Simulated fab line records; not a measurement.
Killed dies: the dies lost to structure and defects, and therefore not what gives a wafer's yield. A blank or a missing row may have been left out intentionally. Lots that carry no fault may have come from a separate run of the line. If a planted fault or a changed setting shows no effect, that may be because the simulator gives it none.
Matching of chambers    flow n5 finfet    pecvd-01 running N5_BEOL_M3_ILD_DEP_00: 3 sister chambers
The step deposits SiOC from DEMS/O2, target thk 79 nm, time 15.3 s. 27 wafers are shown with their chamber, then 12 later ones without.

## EACH WAFER AND ITS CHAMBER
wafer   chamber  throttle valve pct (%)  showerhead vpp V (V)  showerhead plenum p Torr (Torr)
L074.2  2        11.8                    1400                  5.689
L074.3  1        12.2                    1337                  5.699
L074.4  2        12.2                    1379                  5.694
L077.4  1        12.2                    1344                  5.686
L077.5  0        11.4                    1420                  5.675
L077.6  2        11.8                    1389                  5.695
L078.1  2        11.9                    1386                  5.691
L078.3  0        11.4                    1393                  5.684
L078.4  0        11.2                    1411                  5.688
L080.2  2        12.2                    1414                  5.705
L080.3  0        11.5                    1432                  5.666
L080.6  0        11.5                    1391                  5.680
L082.2  0        11.5                    1390                  5.687
L082.4  0        11.5                    1447                  5.684
L082.5  2        11.6                    1394                  5.690
L081.3  0        11.2                    1431                  5.678
L081.5  2        12.2                    1373                  5.687
L081.6  0        11.2                    1418                  5.678
L086.4  1        12.3                    1312                  5.700
L086.5  2        11.9                    1357                  5.695
L086.6  0        11.0                    1418                  5.679
L089.3  2        12.1                    1378                  5.692
L089.4  0        11.1                    1426                  5.679
L089.5  1        12.3                    1324                  5.678
L087.2  1        12.3                    1340                  5.689
L087.4  2        11.9                    1388                  5.689
L087.5  0        11.1                    1410                  5.670

SIGNATURES (means of the wafers above)
reading                   chamber 0  chamber 1  chamber 2  scatter within a chamber
throttle valve pct        11.300     12.260     11.960     0.18
showerhead vpp V          1415.58    1331.40    1385.80    16.2
showerhead plenum p Torr  5.67900    5.69040    5.69270    0.00658
Rule: a wafer's distance from a chamber is the root of the sum, over the readings, of the square of ((its reading less the chamber's mean) divided by the reading's scatter). If the next closest chamber is less than 2 further off than the closest, the wafer can't be placed; otherwise it belongs to the closest. The scatter: the root of (the sum of the squares of (reading less its chamber's mean) over the shown wafers, divided by (wafers less chambers)).

## WAFERS MISSING THEIR CHAMBER
wafer   throttle valve pct (%)  showerhead vpp V (V)  showerhead plenum p Torr (Torr)
L088.2  11.2                    1410                  5.680
L088.3  12.2                    1320                  5.697
L088.5  11.4                    1439                  5.687
L090.2  11.3                    1423                  5.665
L090.3  11.8                    1398                  5.692
L090.4  12.2                    1387                  5.703
L093.1  11.3                    1424                  5.682
L093.3  12.1                    1348                  5.703
L093.6  11.1                    1397                  5.678
L096.4  11.3                    1416                  5.673
L096.5  12.2                    1330                  5.702
L096.6  12.1                    1385                  5.709

## EACH ONE'S CHAMBER
wafer   from the rows above      in truth
L088.2  0                        0
L088.3  1                        1
L088.5  0                        0
L090.2  0                        0
L090.3  2                        2
L090.4  can't be placed: 2 or 1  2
L093.1  0                        0
L093.3  can't be placed: 1 or 2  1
L093.6  0                        0
L096.4  0                        0
L096.5  1                        1
L096.6  can't be placed: 2 or 1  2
Correctly placed: 9 of 12. Cannot be placed on the basis of these rows: 3; the candidates contain the true chamber in 3. Number placed wrongly: 0.
